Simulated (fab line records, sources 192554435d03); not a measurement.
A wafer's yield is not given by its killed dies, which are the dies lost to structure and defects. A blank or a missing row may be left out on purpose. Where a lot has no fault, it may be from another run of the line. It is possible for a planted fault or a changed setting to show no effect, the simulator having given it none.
Which tool did it? ; flow n5Finfet ; 15 lots, 45 wafers sampled, at 4 steps of a route of 1938

## WHAT EACH GAUGE READ, for each wafer
N5_BEOL_M3_OVL_MEAS_29. Usual: V2_OVL gives -0.2 nm (standard deviation 0.79).
lot;measured;on;V2_OVL (nm);flag
L878;day 7 12:52;overlay-01;0.5 -0.4 -0.1;
L879;day 7 14:11;overlay-02;-0.4 -0.3 -0.6;
L881;day 8 07:55;overlay-01;0.0 -1.3 0.3;
L886;day 10 01:14;overlay-02;- - -;OFF
L887;day 10 03:59;overlay-01;- - -;OFF
L889;day 10 04:03;overlay-02;- - -;OFF
L891;day 11 00:28;overlay-01;-0.2 -1.1 -0.9;
L890;day 11 00:39;overlay-01;-1.3 -1.4 -1.0;
L893;day 11 02:49;overlay-01;-0.5 -1.4 -0.5;
L892;day 11 04:29;overlay-01;0.2 -0.1 0.2;
L895;day 12 07:56;overlay-02;0.4 0.1 0.3;
L896;day 12 08:35;overlay-01;0.1 -1.0 0.4;
L898;day 12 14:44;overlay-02;1.8 0.8 0.3;
L899;day 12 23:35;overlay-01;-1.0 -0.4 -0.5;
L900;day 13 14:32;overlay-02;1.1 0.2 1.2;

## TOOL THAT RAN EACH LOT (tool first, then ch and the chambers of the sampled wafers, then the start)
lot;N5_BEOL_M3_DESCUM_16;N5_BEOL_M3_STRIP_19;N5_BEOL_M3_DEVELOP_27
L878;rieDiel-01 ch 1,3, day 7 12:05;rieDiel-01 ch 0,3, day 7 12:27;lithoTrack-05 ch 0, day 7 12:47
L879;rieDiel-01 ch 0,1,2, day 7 13:25;rieDiel-01 ch 0,1,2, day 7 13:46;lithoTrack-02 ch 0, day 7 14:06
L881;rieDiel-03 ch 0,2,3, day 8 07:07;rieDiel-03 ch 2,3, day 8 07:29;lithoTrack-05 ch 0, day 8 07:49
L886;rieDiel-01 ch 1,2, day 10 00:14;rieDiel-03 ch 1,2,3, day 10 00:38;lithoTrack-05, day 10 01:08
L887;rieDiel-01 ch 1,2,3, day 10 03:04;rieDiel-06 ch 0,1, day 10 03:27;lithoTrack-02, day 10 03:54
L889;rieDiel-03 ch 2,3, day 10 03:04;rieDiel-06 ch 0,1, day 10 03:29;lithoTrack-04, day 10 03:58
L891;rieDiel-06 ch 0,3, day 10 23:33;rieDiel-06 ch 0,2, day 10 23:55;lithoTrack-05 ch 0, day 11 00:22
L890;rieDiel-03 ch 1,2,3, day 10 23:43;rieDiel-06 ch 0,1,3, day 11 00:05;lithoTrack-04 ch 0, day 11 00:34
L893;rieDiel-01 ch 0,1,3, day 11 02:01;rieDiel-06 ch 1,2,3, day 11 02:23;lithoTrack-05 ch 0, day 11 02:43
L892;rieDiel-06 ch 2,3, day 11 03:32;rieDiel-06 ch 1,2, day 11 03:56;lithoTrack-02 ch 0, day 11 04:23
L895;rieDiel-01 ch 1,3, day 12 06:58;rieDiel-06 ch 0,1, day 12 07:23;lithoTrack-05 ch 0, day 12 07:50
L896;rieDiel-06 ch 1,3, day 12 07:40;rieDiel-03 ch 0,1, day 12 08:02;lithoTrack-04 ch 0, day 12 08:29
L898;rieDiel-03 ch 0,1, day 12 13:50;rieDiel-06 ch 0,1, day 12 14:11;lithoTrack-05 ch 0, day 12 14:39
L899;rieDiel-06 ch 0,1,2, day 12 22:41;rieDiel-03 ch 0,1,2, day 12 23:02;lithoTrack-04 ch 0, day 12 23:29
L900;rieDiel-03 ch 1,3, day 13 13:38;rieDiel-03 ch 1,2,3, day 13 13:59;lithoTrack-05 ch 0, day 13 14:26
- N5_BEOL_M3_DESCUM_16: chemistry O2, time 7 s.
- N5_BEOL_M3_STRIP_19: strips in O2.
- N5_BEOL_M3_DEVELOP_27: develop time 30 s.

## AS READ BY THE TOOLS THEMSELVES (means over the sampled wafers that have a number; for cases with no such wafer, the mark the record gives instead)
N5_BEOL_M3_DESCUM_16. Usual: chamberPressureMTorr 20.001 mTorr, standard deviation 0.018; drypumpMotorCurrentA 5.53 A, standard deviation 0.3; oesProductAu 0.76 a.u., standard deviation 0.064; rfVppV 243.0 V, standard deviation 1.5; showerheadPlenumPTorr 2.08 Torr, standard deviation 0.075; throttleValvePct 20.40 %, standard deviation 0.28.
lot;tool;chamberPressureMTorr (mTorr);drypumpMotorCurrentA (A);oesProductAu (a.u.);rfVppV (V);showerheadPlenumPTorr (Torr);throttleValvePct (%);flag
L878;rieDiel-01;19.988;5.61;0.74;243.0;2.11;20.33;
L879;rieDiel-01;19.997;5.45;0.76;243.9;2.12;20.55;
L881;rieDiel-03;20.013;5.52;0.72;243.1;2.08;20.64;
L886;rieDiel-01;19.993;5.62;0.71;244.3;2.13;20.52;
L887;rieDiel-01;19.983;5.65;0.73;243.6;2.08;20.40;
L889;rieDiel-03;20.015;5.44;0.72;242.3;2.08;20.87;
L891;rieDiel-06;20.005;5.19;0.76;242.6;2.03;20.37;
L890;rieDiel-03;19.990;5.41;0.72;242.2;2.02;20.62;
L893;rieDiel-01;20.007;5.44;0.75;242.6;2.09;20.41;
L892;rieDiel-06;20.010;5.66;0.75;243.5;2.12;20.27;
L895;rieDiel-01;19.999;5.62;0.71;243.6;2.10;20.38;
L896;rieDiel-06;20.005;5.39;0.75;241.9;2.03;20.37;
L898;rieDiel-03;19.990;5.45;0.72;241.9;2.01;20.27;
L899;rieDiel-06;20.006;5.81;0.82;244.0;2.14;20.18;
L900;rieDiel-03;20.010;5.37;0.82;241.0;1.96;20.26;

N5_BEOL_M3_STRIP_19. Usual: chamberPressureMTorr 30.00 mTorr, standard deviation 0.03; drypumpMotorCurrentA 5.5 A, standard deviation 0.32; oesProductAu 0.78 a.u., standard deviation 0.073; rfVppV 3.6 V, standard deviation 0.51; showerheadPlenumPTorr 2.09 Torr, standard deviation 0.073; throttleValvePct 16.61 %, standard deviation 0.25.
lot;tool;chamberPressureMTorr (mTorr);drypumpMotorCurrentA (A);oesProductAu (a.u.);rfVppV (V);showerheadPlenumPTorr (Torr);throttleValvePct (%);flag
L878;rieDiel-01;30.02;5.5;0.79;3.5;2.06;16.49;
L879;rieDiel-01;30.02;5.5;0.77;3.2;2.13;16.79;
L881;rieDiel-03;30.02;5.6;0.71;3.6;2.08;17.03;
L886;rieDiel-03;29.98;5.4;0.73;3.7;2.03;16.86;
L887;rieDiel-06;30.02;5.6;0.87;3.6;2.13;16.38;
L889;rieDiel-06;30.00;5.8;0.88;3.3;2.13;16.37;
L891;rieDiel-06;30.00;5.7;0.83;3.6;2.15;16.40;
L890;rieDiel-06;30.02;5.5;0.82;3.5;2.08;16.51;
L893;rieDiel-06;29.98;5.7;0.79;3.9;2.10;16.51;
L892;rieDiel-06;30.02;6.0;0.85;3.7;2.15;16.39;
L895;rieDiel-06;30.01;5.8;0.86;3.5;2.13;16.40;
L896;rieDiel-03;30.01;5.3;0.73;3.7;1.97;16.51;
L898;rieDiel-06;29.99;5.7;0.85;4.0;2.13;16.41;
L899;rieDiel-03;29.99;5.4;0.71;3.6;2.02;16.77;
L900;rieDiel-03;29.98;5.4;0.80;3.4;2.02;16.76;

N5_BEOL_M3_DEVELOP_27. Usual: chillPlateTempC 23.00 C, standard deviation 0.13; exhaustPa 44.9 Pa, standard deviation 0.83.
lot;tool;chillPlateTempC (C);exhaustPa (Pa);flag
L878;lithoTrack-05;23.09;44.9;
L879;lithoTrack-02;22.98;45.2;
L881;lithoTrack-05;22.85;44.9;
L886;lithoTrack-05;-;-;OFF
L887;lithoTrack-02;-;-;OFF
L889;lithoTrack-04;-;-;OFF
L891;lithoTrack-05;23.10;45.0;
L890;lithoTrack-04;23.14;44.6;
L893;lithoTrack-05;22.90;46.2;
L892;lithoTrack-02;23.03;45.1;
L895;lithoTrack-05;23.04;44.6;
L896;lithoTrack-04;23.16;44.5;
L898;lithoTrack-05;22.94;44.7;
L899;lithoTrack-04;23.08;44.8;
L900;lithoTrack-05;23.11;45.1;

## THE ANSWER, worked out from the rows above alone
Rule: take the mean of a lot's wafers that have a number; if it is more than 3 standard deviations from the usual mean, the lot is off. Also off: a lot with no number at a reading for which 4 or more lots have one. The other lots that the step has rows for count as sound. After the gauges, taken in route order, come the tools' own readings; for these a lot's mean is taken, as printed above. The first step at which some lot is off is used, and at that step the reading that is off furthest; a lot without a number counts as furthest.
Off: L886, L887, L889, at N5_BEOL_M3_OVL_MEAS_29 (V2_OVL). Without a number there: L886, L887, L889.
If a tool, at a process step before that reading, ran all the lots that are off and no sound lot after the first of them, it fits. The gauges at N5_BEOL_M3_OVL_MEAS_29 aren't tried: what is off there is off at N5_BEOL_M3_DEVELOP_27 too, on other tools, and a gauge's error can't cause that. No candidate that was tried fits.

## WHAT THE SIMULATOR HAD PUT IN
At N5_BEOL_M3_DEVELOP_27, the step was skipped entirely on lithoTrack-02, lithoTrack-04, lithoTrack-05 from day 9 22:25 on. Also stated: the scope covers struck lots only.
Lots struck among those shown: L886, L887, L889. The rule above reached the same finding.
